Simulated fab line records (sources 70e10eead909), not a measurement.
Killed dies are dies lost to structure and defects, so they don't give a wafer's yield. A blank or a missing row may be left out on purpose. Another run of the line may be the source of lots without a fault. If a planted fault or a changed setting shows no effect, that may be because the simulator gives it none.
Which tool was responsible? || flow nand-harc || 72 wafers from 24 lots sampled at 5 of the route's 1302 steps

WHAT THE GAUGES SHOWED, per wafer
NHARC_P_STI_OVL_MEAS_10.
{"lot": "L074", "measured": "day 2 23:19", "on": "overlay-01", "overlay-x-nm (nm)": "0 1 1", "overlay-y-nm (nm)": "0 0 0"}
{"lot": "L075", "measured": "day 3 08:35", "on": "overlay-01", "overlay-x-nm (nm)": "7 7 8", "overlay-y-nm (nm)": "0 1 0"}
{"lot": "L076", "measured": "day 3 16:51", "on": "overlay-02", "overlay-x-nm (nm)": "3 3 3", "overlay-y-nm (nm)": "0 0 0"}
{"lot": "L077", "measured": "day 4 00:59", "on": "overlay-02", "overlay-x-nm (nm)": "-1 -1 -1", "overlay-y-nm (nm)": "9 9 9"}
{"lot": "L078", "measured": "day 4 10:49", "on": "overlay-01", "overlay-x-nm (nm)": "13 13 13", "overlay-y-nm (nm)": "-3 -3 -3"}
{"lot": "L079", "measured": "day 5 02:31", "on": "overlay-01", "overlay-x-nm (nm)": "-3 -3 -3", "overlay-y-nm (nm)": "-7 -7 -7"}
{"lot": "L080", "measured": "day 5 08:28", "on": "overlay-01", "overlay-x-nm (nm)": "-11 -11 -12", "overlay-y-nm (nm)": "7 8 7"}
{"lot": "L081", "measured": "day 5 16:08", "on": "overlay-02", "overlay-x-nm (nm)": "-6 -7 -6", "overlay-y-nm (nm)": "-5 -5 -6"}
{"lot": "L082", "measured": "day 6 04:27", "on": "overlay-02", "overlay-x-nm (nm)": "2 2 2", "overlay-y-nm (nm)": "7 7 7"}
{"lot": "L083", "measured": "day 6 15:08", "on": "overlay-01", "overlay-x-nm (nm)": "-3 -3 -3", "overlay-y-nm (nm)": "4 3 4"}
{"lot": "L084", "measured": "day 7 03:32", "on": "overlay-02", "overlay-x-nm (nm)": "1 0 1", "overlay-y-nm (nm)": "-6 -7 -6"}
{"lot": "L085", "measured": "day 7 09:01", "on": "overlay-01", "overlay-x-nm (nm)": "-4 -5 -4", "overlay-y-nm (nm)": "-6 -7 -6"}
{"lot": "L086", "measured": "day 7 18:15", "on": "overlay-01", "overlay-x-nm (nm)": "3 3 2", "overlay-y-nm (nm)": "3 4 4"}
{"lot": "L087", "measured": "day 8 05:11", "on": "overlay-01", "overlay-x-nm (nm)": "-5 -4 -6", "overlay-y-nm (nm)": "2 2 3"}
{"lot": "L088", "measured": "day 8 16:05", "on": "overlay-02", "overlay-x-nm (nm)": "-7 -8 -7", "overlay-y-nm (nm)": "4 4 4"}
{"lot": "L089", "measured": "day 9 00:35", "on": "overlay-02", "overlay-x-nm (nm)": "3 3 3", "overlay-y-nm (nm)": "15 15 15"}
{"lot": "L090", "measured": "day 9 10:56", "on": "overlay-02", "overlay-x-nm (nm)": "10 9 9", "overlay-y-nm (nm)": "-4 -5 -4"}
{"lot": "L091", "measured": "day 9 20:39", "on": "overlay-01", "overlay-x-nm (nm)": "2 2 1", "overlay-y-nm (nm)": "7 7 7"}
{"lot": "L092", "measured": "day 10 06:35", "on": "overlay-01", "overlay-x-nm (nm)": "-6 -6 -6", "overlay-y-nm (nm)": "-12 -12 -11"}
{"lot": "L093", "measured": "day 10 17:07", "on": "overlay-02", "overlay-x-nm (nm)": "-21 -22 -21", "overlay-y-nm (nm)": "-1 -1 -1"}
{"lot": "L094", "measured": "day 11 04:26", "on": "overlay-02", "overlay-x-nm (nm)": "6 5 5", "overlay-y-nm (nm)": "-14 -13 -13"}
{"lot": "L095", "measured": "day 11 12:58", "on": "overlay-01", "overlay-x-nm (nm)": "-4 -5 -5", "overlay-y-nm (nm)": "0 0 -1"}
{"lot": "L096", "measured": "day 12 00:25", "on": "overlay-02", "overlay-x-nm (nm)": "2 2 3", "overlay-y-nm (nm)": "6 6 5"}
{"lot": "L097", "measured": "day 12 10:19", "on": "overlay-02", "overlay-x-nm (nm)": "5 5 4", "overlay-y-nm (nm)": "5 5 5"}

NHARC_P_CONTACT_INSPECT_14.
{"lot": "L074", "measured": "day 6 06:51", "on": "defect-inspect-02", "raw-defect-count": "1 2 3"}
{"lot": "L075", "measured": "day 6 09:13", "on": "defect-inspect-01", "raw-defect-count": "1 4 5"}
{"lot": "L076", "measured": "day 6 16:54", "on": "defect-inspect-02", "raw-defect-count": "0 4 2"}
{"lot": "L077", "measured": "day 7 01:40", "on": "defect-inspect-01", "raw-defect-count": "4 4 0"}
{"lot": "L078", "measured": "day 7 11:16", "on": "defect-inspect-02", "raw-defect-count": "3 7 3"}
{"lot": "L079", "measured": "day 8 06:59", "on": "defect-inspect-02", "raw-defect-count": "4 2 1"}
{"lot": "L080", "measured": "day 8 11:17", "on": "defect-inspect-01", "raw-defect-count": "3 4 2"}
{"lot": "L081", "measured": "day 8 17:32", "on": "defect-inspect-01", "raw-defect-count": "1 2 1"}
{"lot": "L082", "measured": "day 9 10:11", "on": "defect-inspect-01", "raw-defect-count": "4 2 3"}
{"lot": "L083", "measured": "day 9 18:42", "on": "defect-inspect-01", "raw-defect-count": "1 4 3"}
{"lot": "L084", "measured": "day 10 05:32", "on": "defect-inspect-01", "raw-defect-count": "6 2 2"}
{"lot": "L085", "measured": "day 10 12:05", "on": "defect-inspect-01", "raw-defect-count": "2 1 3"}
{"lot": "L086", "measured": "day 10 17:43", "on": "defect-inspect-02", "raw-defect-count": "5 1 2"}
{"lot": "L087", "measured": "day 11 04:47", "on": "defect-inspect-01", "raw-defect-count": "5 4 2"}
{"lot": "L088", "measured": "day 11 21:53", "on": "defect-inspect-01", "raw-defect-count": "4 2 4"}
{"lot": "L089", "measured": "day 12 10:00", "on": "defect-inspect-02", "raw-defect-count": "3 9 2"}
{"lot": "L090", "measured": "day 12 18:04", "on": "defect-inspect-02", "raw-defect-count": "3 4 4"}
{"lot": "L091", "measured": "day 12 22:10", "on": "defect-inspect-01", "raw-defect-count": "7 2 6"}
{"lot": "L092", "measured": "day 13 09:25", "on": "defect-inspect-02", "raw-defect-count": "7 2 4"}
{"lot": "L093", "measured": "day 13 19:40", "on": "defect-inspect-02", "raw-defect-count": "5 5 3"}
{"lot": "L094", "measured": "day 14 03:30", "on": "defect-inspect-02", "raw-defect-count": "5 9 5"}
{"lot": "L095", "measured": "day 14 12:45", "on": "defect-inspect-01", "raw-defect-count": "8 5 6"}
{"lot": "L096", "measured": "day 14 23:27", "on": "defect-inspect-01", "raw-defect-count": "4 2 3"}
{"lot": "L097", "measured": "day 15 12:46", "on": "defect-inspect-02", "raw-defect-count": "5 4 3"}

EACH LOT AND THE TOOL THAT RAN IT (in order: tool; ch and the chambers of the sampled wafers; start)
{"lot": "L074", "NHARC_P_STI_ETCH_15": "rie-si-04 ch 1,2,3, day 2 23:47", "NHARC_P_GATE_ETCH_114": "rie-diel-11 ch 0,1,3, day 5 23:21 or earlier", "NHARC_P_GATE_STRIP_111": "plasma-asher-01 ch 0,1, day 5 23:21"}
{"lot": "L075", "NHARC_P_STI_ETCH_15": "rie-si-06 ch 0,2,3, day 3 09:02", "NHARC_P_GATE_ETCH_114": "rie-diel-12 ch 0,1,2, day 6 01:26 or earlier", "NHARC_P_GATE_STRIP_111": "plasma-asher-02 ch 0,1, day 6 01:26"}
{"lot": "L076", "NHARC_P_STI_ETCH_15": "rie-si-05 ch 1,2,3, day 3 17:19", "NHARC_P_GATE_ETCH_114": "rie-diel-12 ch 0,1,2, day 6 09:19 or earlier", "NHARC_P_GATE_STRIP_111": "plasma-asher-02 ch 1, day 6 09:19"}
{"lot": "L077", "NHARC_P_STI_ETCH_15": "rie-si-04 ch 0,3, day 4 01:26", "NHARC_P_GATE_ETCH_114": "rie-diel-04 ch 1,3, day 6 17:53 or earlier", "NHARC_P_GATE_STRIP_111": "plasma-asher-02 ch 0, day 6 17:53"}
{"lot": "L078", "NHARC_P_STI_ETCH_15": "rie-si-04 ch 0,2, day 4 11:16", "NHARC_P_GATE_ETCH_114": "rie-diel-04 ch 0,3, day 7 03:50 or earlier", "NHARC_P_GATE_STRIP_111": "plasma-asher-02 ch 0,1, day 7 03:50"}
{"lot": "L079", "NHARC_P_STI_ETCH_15": "rie-si-04 ch 0,2,3, day 5 02:59", "NHARC_P_GATE_ETCH_114": "rie-diel-11 ch 1,2, day 7 23:28 or earlier", "NHARC_P_GATE_STRIP_111": "plasma-asher-02 ch 0,1, day 7 23:28"}
{"lot": "L080", "NHARC_P_STI_ETCH_15": "rie-si-05 ch 1,2,3, day 5 08:55", "NHARC_P_GATE_ETCH_114": "rie-diel-11 ch 0,1,2, day 8 03:29 or earlier", "NHARC_P_GATE_STRIP_111": "plasma-asher-02 ch 0,1, day 8 03:29"}
{"lot": "L081", "NHARC_P_STI_ETCH_15": "rie-si-06 ch 0,1, day 5 16:35", "NHARC_P_GATE_ETCH_114": "rie-diel-04 ch 0,1,2, day 8 10:09 or earlier", "NHARC_P_GATE_STRIP_111": "plasma-asher-01 ch 0,1, day 8 10:09"}
{"lot": "L082", "NHARC_P_STI_ETCH_15": "rie-si-06 ch 1,3, day 6 04:53", "NHARC_P_GATE_ETCH_114": "rie-diel-11 ch 1,2,3, day 9 02:45 or earlier", "NHARC_P_GATE_STRIP_111": "plasma-asher-01 ch 0,1, day 9 02:45"}
{"lot": "L083", "NHARC_P_STI_ETCH_15": "rie-si-06 ch 0,1,2, day 6 15:35", "NHARC_P_GATE_ETCH_114": "rie-diel-12 ch 0,2,3, day 9 10:52 or earlier", "NHARC_P_GATE_STRIP_111": "plasma-asher-01 ch 0,1, day 9 10:52"}
{"lot": "L084", "NHARC_P_STI_ETCH_15": "rie-si-06 ch 0,1,3, day 7 03:59", "NHARC_P_GATE_ETCH_114": "rie-diel-04 ch 1,2, day 9 21:49 or earlier", "NHARC_P_GATE_STRIP_111": "plasma-asher-02 ch 0,1, day 9 21:49"}
{"lot": "L085", "NHARC_P_STI_ETCH_15": "rie-si-06 ch 0,1, day 7 09:29", "NHARC_P_GATE_ETCH_114": "rie-diel-11 ch 0,1,2, day 10 04:27 or earlier", "NHARC_P_GATE_STRIP_111": "plasma-asher-01 ch 0,1, day 10 04:27"}
{"lot": "L086", "NHARC_P_STI_ETCH_15": "rie-si-05 ch 1,2, day 7 18:42", "NHARC_P_GATE_ETCH_114": "rie-diel-04 ch 0,1,3, day 10 10:02 or earlier", "NHARC_P_GATE_STRIP_111": "plasma-asher-02 ch 0,1, day 10 10:02"}
{"lot": "L087", "NHARC_P_STI_ETCH_15": "rie-si-05 ch 0,3, day 8 05:38", "NHARC_P_GATE_ETCH_114": "rie-diel-12 ch 1,3, day 10 21:07 or earlier", "NHARC_P_GATE_STRIP_111": "plasma-asher-02 ch 0,1, day 10 21:07"}
{"lot": "L088", "NHARC_P_STI_ETCH_15": "rie-si-05 ch 2,3, day 8 16:32", "NHARC_P_GATE_ETCH_114": "rie-diel-11 ch 2,3, day 11 14:07 or earlier", "NHARC_P_GATE_STRIP_111": "plasma-asher-01 ch 0,1, day 11 14:07"}
{"lot": "L089", "NHARC_P_STI_ETCH_15": "rie-si-06 ch 0,1,2, day 9 01:04", "NHARC_P_GATE_ETCH_114": "rie-diel-04 ch 1,2, day 12 01:53 or earlier", "NHARC_P_GATE_STRIP_111": "plasma-asher-01 ch 0,1, day 12 01:53"}
{"lot": "L090", "NHARC_P_STI_ETCH_15": "rie-si-05 ch 0,2, day 9 11:23", "NHARC_P_GATE_ETCH_114": "rie-diel-12 ch 2,3, day 12 10:35 or earlier", "NHARC_P_GATE_STRIP_111": "plasma-asher-01 ch 0,1, day 12 10:35"}
{"lot": "L091", "NHARC_P_STI_ETCH_15": "rie-si-05 ch 0,1,3, day 9 21:08", "NHARC_P_GATE_ETCH_114": "rie-diel-12 ch 1,2,3, day 12 14:42 or earlier", "NHARC_P_GATE_STRIP_111": "plasma-asher-02 ch 0,1, day 12 14:42"}
{"lot": "L092", "NHARC_P_STI_ETCH_15": "rie-si-04 ch 0,2,3, day 10 07:02", "NHARC_P_GATE_ETCH_114": "rie-diel-04 ch 0,1,2, day 13 01:39 or earlier", "NHARC_P_GATE_STRIP_111": "plasma-asher-01 ch 0,1, day 13 01:39"}
{"lot": "L093", "NHARC_P_STI_ETCH_15": "rie-si-05 ch 1,2,3, day 10 17:33", "NHARC_P_GATE_ETCH_114": "rie-diel-04 ch 1,2,3, day 13 11:58 or earlier", "NHARC_P_GATE_STRIP_111": "plasma-asher-02 ch 0,1, day 13 11:58"}
{"lot": "L094", "NHARC_P_STI_ETCH_15": "rie-si-05 ch 0,3, day 11 04:53", "NHARC_P_GATE_ETCH_114": "rie-diel-11 ch 0,2, day 13 19:44 or earlier", "NHARC_P_GATE_STRIP_111": "plasma-asher-01 ch 0,1, day 13 19:44"}
{"lot": "L095", "NHARC_P_STI_ETCH_15": "rie-si-05 ch 0,1,2, day 11 13:25", "NHARC_P_GATE_ETCH_114": "rie-diel-12 ch 1,2,3, day 14 05:14 or earlier", "NHARC_P_GATE_STRIP_111": "plasma-asher-01 ch 0,1, day 14 05:14"}
{"lot": "L096", "NHARC_P_STI_ETCH_15": "rie-si-06 ch 0,1,3, day 12 00:54", "NHARC_P_GATE_ETCH_114": "rie-diel-04 ch 1,2, day 14 15:41 or earlier", "NHARC_P_GATE_STRIP_111": "plasma-asher-02 ch 0,1, day 14 15:41"}
{"lot": "L097", "NHARC_P_STI_ETCH_15": "rie-si-05 ch 1,2,3, day 12 10:46", "NHARC_P_GATE_ETCH_114": "rie-diel-11 ch 1,2, day 15 04:59 or earlier", "NHARC_P_GATE_STRIP_111": "plasma-asher-01 ch 0,1, day 15 04:59"}
- NHARC_P_STI_ETCH_15: etches the open film in HBr/Cl2, target depth 300 nm, time 100.1 s.
- NHARC_P_GATE_ETCH_114: etches the open film in CF4/O2, target depth 30 nm, overetch 3 nm, time 16.5 s.
- NHARC_P_GATE_STRIP_111: strips in N2/H2, time 250 s.

AS READ BY THE TOOLS THEMSELVES (means over the sampled wafers that have a number; for cases with no such wafer, the mark the record gives instead)
NHARC_P_STI_ETCH_15.
{"lot": "L074", "tool": "rie-si-04", "drypump-motor-current-A (A)": 5.4, "oes-product-au (a.u.)": 0.991, "throttle-valve-pct (%)": 26.400}
{"lot": "L075", "tool": "rie-si-06", "drypump-motor-current-A (A)": 5.7, "oes-product-au (a.u.)": 1.001, "throttle-valve-pct (%)": 26.404}
{"lot": "L076", "tool": "rie-si-05", "drypump-motor-current-A (A)": 6.1, "oes-product-au (a.u.)": 0.997, "throttle-valve-pct (%)": 26.404}
{"lot": "L077", "tool": "rie-si-04", "drypump-motor-current-A (A)": 5.3, "oes-product-au (a.u.)": 1.001, "throttle-valve-pct (%)": 26.403}
{"lot": "L078", "tool": "rie-si-04", "drypump-motor-current-A (A)": 5.3, "oes-product-au (a.u.)": 0.994, "throttle-valve-pct (%)": 26.403}
{"lot": "L079", "tool": "rie-si-04", "drypump-motor-current-A (A)": 5.4, "oes-product-au (a.u.)": 0.998, "throttle-valve-pct (%)": 26.400}
{"lot": "L080", "tool": "rie-si-05", "drypump-motor-current-A (A)": 6.1, "oes-product-au (a.u.)": 0.987, "throttle-valve-pct (%)": 26.400}
{"lot": "L081", "tool": "rie-si-06", "drypump-motor-current-A (A)": 5.4, "oes-product-au (a.u.)": 1.001, "throttle-valve-pct (%)": 26.403}
{"lot": "L082", "tool": "rie-si-06", "drypump-motor-current-A (A)": 5.5, "oes-product-au (a.u.)": 1.003, "throttle-valve-pct (%)": 26.400}
{"lot": "L083", "tool": "rie-si-06", "drypump-motor-current-A (A)": 5.6, "oes-product-au (a.u.)": 1.008, "throttle-valve-pct (%)": 26.402}
{"lot": "L084", "tool": "rie-si-06", "drypump-motor-current-A (A)": 5.6, "oes-product-au (a.u.)": 1.001, "throttle-valve-pct (%)": 26.402}
{"lot": "L085", "tool": "rie-si-06", "drypump-motor-current-A (A)": 5.4, "oes-product-au (a.u.)": 1.009, "throttle-valve-pct (%)": 26.404}
{"lot": "L086", "tool": "rie-si-05", "drypump-motor-current-A (A)": 6.3, "oes-product-au (a.u.)": 0.994, "throttle-valve-pct (%)": 26.405}
{"lot": "L087", "tool": "rie-si-05", "drypump-motor-current-A (A)": 6.1, "oes-product-au (a.u.)": 1.004, "throttle-valve-pct (%)": 26.403}
{"lot": "L088", "tool": "rie-si-05", "drypump-motor-current-A (A)": 6.4, "oes-product-au (a.u.)": 0.993, "throttle-valve-pct (%)": 26.408}
{"lot": "L089", "tool": "rie-si-06", "drypump-motor-current-A (A)": 5.6, "oes-product-au (a.u.)": 1.008, "throttle-valve-pct (%)": 26.398}
{"lot": "L090", "tool": "rie-si-05", "drypump-motor-current-A (A)": 6.6, "oes-product-au (a.u.)": 0.996, "throttle-valve-pct (%)": 26.403}
{"lot": "L091", "tool": "rie-si-05", "drypump-motor-current-A (A)": 6.1, "oes-product-au (a.u.)": 1.004, "throttle-valve-pct (%)": 26.411}
{"lot": "L092", "tool": "rie-si-04", "drypump-motor-current-A (A)": 5.4, "oes-product-au (a.u.)": 1.000, "throttle-valve-pct (%)": 26.396}
{"lot": "L093", "tool": "rie-si-05", "drypump-motor-current-A (A)": 6.1, "oes-product-au (a.u.)": 0.996, "throttle-valve-pct (%)": 26.393}
{"lot": "L094", "tool": "rie-si-05", "drypump-motor-current-A (A)": 6.1, "oes-product-au (a.u.)": 0.992, "throttle-valve-pct (%)": 26.393}
{"lot": "L095", "tool": "rie-si-05", "drypump-motor-current-A (A)": 6.3, "oes-product-au (a.u.)": 0.999, "throttle-valve-pct (%)": 26.404}
{"lot": "L096", "tool": "rie-si-06", "drypump-motor-current-A (A)": 5.6, "oes-product-au (a.u.)": 0.993, "throttle-valve-pct (%)": 26.407}
{"lot": "L097", "tool": "rie-si-05", "drypump-motor-current-A (A)": 6.1, "oes-product-au (a.u.)": 0.996, "throttle-valve-pct (%)": 26.405}

NHARC_P_GATE_ETCH_114.
{"lot": "L074", "tool": "rie-diel-11", "drypump-motor-current-A (A)": 5.3, "oes-product-au (a.u.)": 0.982, "rf-vpp-V (V)": 197.8, "showerhead-plenum-p-Torr (Torr)": 1.32, "throttle-valve-pct (%)": 13.389}
{"lot": "L075", "tool": "rie-diel-12", "drypump-motor-current-A (A)": 5.5, "oes-product-au (a.u.)": 0.989, "rf-vpp-V (V)": 198.3, "showerhead-plenum-p-Torr (Torr)": 1.36, "throttle-valve-pct (%)": 13.393}
{"lot": "L076", "tool": "rie-diel-12", "drypump-motor-current-A (A)": 5.5, "oes-product-au (a.u.)": 0.990, "rf-vpp-V (V)": 197.9, "showerhead-plenum-p-Torr (Torr)": 1.37, "throttle-valve-pct (%)": 13.392}
{"lot": "L077", "tool": "rie-diel-04", "drypump-motor-current-A (A)": 5.3, "oes-product-au (a.u.)": 1.009, "rf-vpp-V (V)": 199.2, "showerhead-plenum-p-Torr (Torr)": 1.38, "throttle-valve-pct (%)": 13.396}
{"lot": "L078", "tool": "rie-diel-04", "drypump-motor-current-A (A)": 5.2, "oes-product-au (a.u.)": 0.995, "rf-vpp-V (V)": 199.5, "showerhead-plenum-p-Torr (Torr)": 1.41, "throttle-valve-pct (%)": 13.397}
{"lot": "L079", "tool": "rie-diel-11", "drypump-motor-current-A (A)": 5.6, "oes-product-au (a.u.)": 1.002, "rf-vpp-V (V)": 197.2, "showerhead-plenum-p-Torr (Torr)": 1.31, "throttle-valve-pct (%)": 13.402}
{"lot": "L080", "tool": "rie-diel-11", "drypump-motor-current-A (A)": 5.4, "oes-product-au (a.u.)": 0.994, "rf-vpp-V (V)": 197.7, "showerhead-plenum-p-Torr (Torr)": 1.34, "throttle-valve-pct (%)": 13.408}
{"lot": "L081", "tool": "rie-diel-04", "drypump-motor-current-A (A)": 5.5, "oes-product-au (a.u.)": 1.009, "rf-vpp-V (V)": 196.4, "showerhead-plenum-p-Torr (Torr)": 1.29, "throttle-valve-pct (%)": 13.395}
{"lot": "L082", "tool": "rie-diel-11", "drypump-motor-current-A (A)": 5.7, "oes-product-au (a.u.)": 0.997, "rf-vpp-V (V)": 196.8, "showerhead-plenum-p-Torr (Torr)": 1.31, "throttle-valve-pct (%)": 13.392}
{"lot": "L083", "tool": "rie-diel-12", "drypump-motor-current-A (A)": 5.5, "oes-product-au (a.u.)": 0.993, "rf-vpp-V (V)": 198.2, "showerhead-plenum-p-Torr (Torr)": 1.37, "throttle-valve-pct (%)": 13.404}
{"lot": "L084", "tool": "rie-diel-04", "drypump-motor-current-A (A)": 5.7, "oes-product-au (a.u.)": 1.001, "rf-vpp-V (V)": 195.8, "showerhead-plenum-p-Torr (Torr)": 1.26, "throttle-valve-pct (%)": 13.390}
{"lot": "L085", "tool": "rie-diel-11", "drypump-motor-current-A (A)": 5.4, "oes-product-au (a.u.)": 0.998, "rf-vpp-V (V)": 198.6, "showerhead-plenum-p-Torr (Torr)": 1.34, "throttle-valve-pct (%)": 13.398}
{"lot": "L086", "tool": "rie-diel-04", "drypump-motor-current-A (A)": 5.3, "oes-product-au (a.u.)": 0.995, "rf-vpp-V (V)": 198.5, "showerhead-plenum-p-Torr (Torr)": 1.35, "throttle-valve-pct (%)": 13.386}
{"lot": "L087", "tool": "rie-diel-12", "drypump-motor-current-A (A)": 6.2, "oes-product-au (a.u.)": 1.000, "rf-vpp-V (V)": 197.1, "showerhead-plenum-p-Torr (Torr)": 1.29, "throttle-valve-pct (%)": 13.394}
{"lot": "L088", "tool": "rie-diel-11", "drypump-motor-current-A (A)": 6.0, "oes-product-au (a.u.)": 0.992, "rf-vpp-V (V)": 198.8, "showerhead-plenum-p-Torr (Torr)": 1.34, "throttle-valve-pct (%)": 13.392}
{"lot": "L089", "tool": "rie-diel-04", "drypump-motor-current-A (A)": 5.7, "oes-product-au (a.u.)": 1.002, "rf-vpp-V (V)": 197.0, "showerhead-plenum-p-Torr (Torr)": 1.25, "throttle-valve-pct (%)": 13.394}
{"lot": "L090", "tool": "rie-diel-12", "drypump-motor-current-A (A)": 5.6, "oes-product-au (a.u.)": 0.997, "rf-vpp-V (V)": 197.9, "showerhead-plenum-p-Torr (Torr)": 1.33, "throttle-valve-pct (%)": 13.388}
{"lot": "L091", "tool": "rie-diel-12", "drypump-motor-current-A (A)": 5.7, "oes-product-au (a.u.)": 0.999, "rf-vpp-V (V)": 197.6, "showerhead-plenum-p-Torr (Torr)": 1.32, "throttle-valve-pct (%)": 13.396}
{"lot": "L092", "tool": "rie-diel-04", "drypump-motor-current-A (A)": 5.5, "oes-product-au (a.u.)": 1.010, "rf-vpp-V (V)": 197.2, "showerhead-plenum-p-Torr (Torr)": 1.29, "throttle-valve-pct (%)": 13.398}
{"lot": "L093", "tool": "rie-diel-04", "drypump-motor-current-A (A)": 5.5, "oes-product-au (a.u.)": 0.999, "rf-vpp-V (V)": 197.5, "showerhead-plenum-p-Torr (Torr)": 1.32, "throttle-valve-pct (%)": 13.394}
{"lot": "L094", "tool": "rie-diel-11", "drypump-motor-current-A (A)": 5.2, "oes-product-au (a.u.)": 0.989, "rf-vpp-V (V)": 197.8, "showerhead-plenum-p-Torr (Torr)": 1.38, "throttle-valve-pct (%)": 13.401}
{"lot": "L095", "tool": "rie-diel-12", "drypump-motor-current-A (A)": 5.7, "oes-product-au (a.u.)": 0.998, "rf-vpp-V (V)": 197.0, "showerhead-plenum-p-Torr (Torr)": 1.32, "throttle-valve-pct (%)": 13.390}
{"lot": "L096", "tool": "rie-diel-04", "drypump-motor-current-A (A)": 5.6, "oes-product-au (a.u.)": 1.002, "rf-vpp-V (V)": 196.1, "showerhead-plenum-p-Torr (Torr)": 1.26, "throttle-valve-pct (%)": 13.389}
{"lot": "L097", "tool": "rie-diel-11", "drypump-motor-current-A (A)": 5.6, "oes-product-au (a.u.)": 0.992, "rf-vpp-V (V)": 197.3, "showerhead-plenum-p-Torr (Torr)": 1.31, "throttle-valve-pct (%)": 13.397}

NHARC_P_GATE_STRIP_111.
{"lot": "L074", "tool": "plasma-asher-01", "drypump-motor-current-A (A)": 5.1, "heater-power-w (W)": 84}
{"lot": "L075", "tool": "plasma-asher-02", "drypump-motor-current-A (A)": 6.3, "heater-power-w (W)": 97}
{"lot": "L076", "tool": "plasma-asher-02", "drypump-motor-current-A (A)": 5.8, "heater-power-w (W)": 100}
{"lot": "L077", "tool": "plasma-asher-02", "drypump-motor-current-A (A)": 6.5, "heater-power-w (W)": 97}
{"lot": "L078", "tool": "plasma-asher-02", "drypump-motor-current-A (A)": 6.0, "heater-power-w (W)": 99}
{"lot": "L079", "tool": "plasma-asher-02", "drypump-motor-current-A (A)": 6.0, "heater-power-w (W)": 96}
{"lot": "L080", "tool": "plasma-asher-02", "drypump-motor-current-A (A)": 6.0, "heater-power-w (W)": 99}
{"lot": "L081", "tool": "plasma-asher-01", "drypump-motor-current-A (A)": 5.1, "heater-power-w (W)": 86}
{"lot": "L082", "tool": "plasma-asher-01", "drypump-motor-current-A (A)": 5.2, "heater-power-w (W)": 87}
{"lot": "L083", "tool": "plasma-asher-01", "drypump-motor-current-A (A)": 5.1, "heater-power-w (W)": 86}
{"lot": "L084", "tool": "plasma-asher-02", "drypump-motor-current-A (A)": 6.3, "heater-power-w (W)": 97}
{"lot": "L085", "tool": "plasma-asher-01", "drypump-motor-current-A (A)": 5.2, "heater-power-w (W)": 86}
{"lot": "L086", "tool": "plasma-asher-02", "drypump-motor-current-A (A)": 6.1, "heater-power-w (W)": 98}
{"lot": "L087", "tool": "plasma-asher-02", "drypump-motor-current-A (A)": 6.0, "heater-power-w (W)": 98}
{"lot": "L088", "tool": "plasma-asher-01", "drypump-motor-current-A (A)": 5.2, "heater-power-w (W)": 86}
{"lot": "L089", "tool": "plasma-asher-01", "drypump-motor-current-A (A)": 5.3, "heater-power-w (W)": 84}
{"lot": "L090", "tool": "plasma-asher-01", "drypump-motor-current-A (A)": 5.1, "heater-power-w (W)": 87}
{"lot": "L091", "tool": "plasma-asher-02", "drypump-motor-current-A (A)": 6.3, "heater-power-w (W)": 99}
{"lot": "L092", "tool": "plasma-asher-01", "drypump-motor-current-A (A)": 5.1, "heater-power-w (W)": 85}
{"lot": "L093", "tool": "plasma-asher-02", "drypump-motor-current-A (A)": 6.3, "heater-power-w (W)": 97}
{"lot": "L094", "tool": "plasma-asher-01", "drypump-motor-current-A (A)": 5.1, "heater-power-w (W)": 86}
{"lot": "L095", "tool": "plasma-asher-01", "drypump-motor-current-A (A)": 5.3, "heater-power-w (W)": 84}
{"lot": "L096", "tool": "plasma-asher-02", "drypump-motor-current-A (A)": 6.0, "heater-power-w (W)": 97}
{"lot": "L097", "tool": "plasma-asher-01", "drypump-motor-current-A (A)": 5.1, "heater-power-w (W)": 85}

THE ANSWER, worked out from the rows above alone
Rule: the lots themselves supply what counts as usual. Put in order of their means at a reading, lots are off if they are a third of the lots or fewer, leave a main group of 4 or more, and stand apart from it by a gap of 3 or more times the standard deviation of the main group's means; of several such gaps the widest counts. A main group whose means are all the same, to the digits that the tables above print for the reading, isn't used. A lot without any number at a reading at which 4 lots or more have one is off too. Any other lot the step has rows for is counted as sound. After the gauges, taken in route order, come the tools' own readings; for these a lot's mean is taken, as printed above. The first step at which some lot is off is used, and at that step the reading that is off furthest; a lot without a number counts as furthest.
No lot is off at any reading shown: from this, nothing can be told.

WHAT THE SIMULATOR HAD PUT IN
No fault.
